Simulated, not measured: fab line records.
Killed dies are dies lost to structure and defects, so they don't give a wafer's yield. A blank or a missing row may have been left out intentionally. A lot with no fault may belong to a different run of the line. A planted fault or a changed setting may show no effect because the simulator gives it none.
Comparing a struck lot with a sound one -- flow n5 finfet -- 17 out of 1938 route steps
Sound: the wafers L298.1, L298.3, L298.6. Struck: wafer L308.6 (L308.1, L308.5, from the same lot, were not struck and are left out); the cause is given at the end.
At each step with rows: each side's tool, then ch and its chambers, then its first start. Under that, the readings that differ: sound wafers -- struck wafers -- difference of the means -- sigmas: that difference in standard deviations of wafers without a fault.
alike: words and numbers the same on both sides, and readings whose means are apart by under 2 such deviations; not compared: readings that were withheld, readings missing a value for some wafer, numbers with overlapping values and no deviation given by the record, and bounds like >300 which may hide the same value.
Wherever a step has rows on one side only, a row that says differs or no value, or a row with sigmas, the two part there. Numbers that don't overlap but have no deviation are shown without sigmas and don't part them. Lack of a reading on every wafer of one side parts them only where that side has two or more wafers.

first, 7 steps without rows for these wafers: N5_BEOL_M10_COAT_60 (time 60 s, resist thk 30 nm); N5_BEOL_M10_COAT_05 (resist thk 90 nm); N5_BEOL_M10_EBR_07; N5_BEOL_M10_SOFTBAKE_06 (time 60 s); N5_BEOL_M10_EXPOSE_08 (exposes mask M10); N5_BEOL_M10_PEB_09 (peb time 60 s); N5_BEOL_M10_DEVELOP_10 (develop time 30 s).
N5_BEOL_M10_CD_MEAS_11: the cd target is 64.1 nm.
  sound on cd sem-02 ch 0, day 10 10:15; struck on cd sem-03 ch 0, day 12 06:17
  alike: cd nm
N5_BEOL_M10_OVL_MEAS_12:
  sound on overlay-02 ch 0, day 10 10:17; struck on overlay-02 ch 0, day 12 06:19
  alike: M10_OVL
N5_BEOL_M10_INSPECT_13: inspects for defects (brightfield).
  sound on defect inspect-02, day 10 10:19; struck on defect inspect-02, day 12 06:20
  alike: raw defect count
N5_BEOL_M10_DESCUM_16: chemistry O2, time 7.9 s.
  sound on rie diel-05 ch 0,1,3, day 10 10:20; struck on rie diel-05 ch 0, day 12 06:48
  alike: drypump motor current A, oes product au, rf vpp V, showerhead plenum p Torr, throttle valve pct
  not compared: rf hours counter h
N5_BEOL_M10_ETCH_61: etches SiARC in CF4, target depth 39 nm, time 65 s.
  sound on rie diel-05 ch 0,1,3, day 10 10:23; struck on rie diel-05 ch 0, day 12 06:50
  alike: drypump motor current A, etch rf on time s, oes product au, rf vpp V, showerhead plenum p Torr, throttle valve pct
  not compared: rf hours counter h
N5_BEOL_M10_ETCH_62: etches SOC in N2/H2, target depth 110 nm, overetch 22 nm, time 165 s.
  sound on rie diel-05 ch 0,1,3, day 10 10:26; struck on rie diel-05 ch 0, day 12 06:53
reading,sound,struck,difference,sigmas
model.SiARC_of_BEOL_M10_COAT_60.thk nm (nm),23.4 24 23.6,22.2,-1.5,
  alike: drypump motor current A, oes product au, rf vpp V, showerhead plenum p Torr, throttle valve pct
  not compared: rf hours counter h
then, 1 step without rows for these wafers: N5_BEOL_M10_STRIP_68 (strips in N2/H2).
N5_BEOL_M10_STRIP_67: strips in CF4.
  sound on rie diel-05 ch 0,1,3, day 10 10:35; struck on rie diel-05 ch 0, day 12 07:02
  alike: drypump motor current A, oes product au, rf vpp V, showerhead plenum p Torr, throttle valve pct
  not compared: rf hours counter h
N5_BEOL_M10_HM_OPEN_17: chemistry Cl2/BCl3, target TiN, target depth 20 nm, overetch 6 nm.
  sound on rie metal-02 ch 0,1, day 10 10:37; struck on rie metal-02 ch 0, day 12 07:04
reading,sound,struck,difference,sigmas
model.etch.depth nm (nm),20.41 20.6 20.51,17.36,-3.15,
  alike: bcl3 flow sccm, drypump motor current A, oes product au, throttle valve pct
  not compared: rf hours counter h
N5_BEOL_M10_STRIP_19: strips in O2.
  sound on rie diel-05 ch 0,2,3, day 10 10:46; struck on rie diel-05 ch 1, day 12 07:19
  alike: drypump motor current A, oes product au, rf vpp V, showerhead plenum p Torr, throttle valve pct
  not compared: rf hours counter h

## WHERE THEY PART
Nowhere in this record.

WHY: what the simulator had put in
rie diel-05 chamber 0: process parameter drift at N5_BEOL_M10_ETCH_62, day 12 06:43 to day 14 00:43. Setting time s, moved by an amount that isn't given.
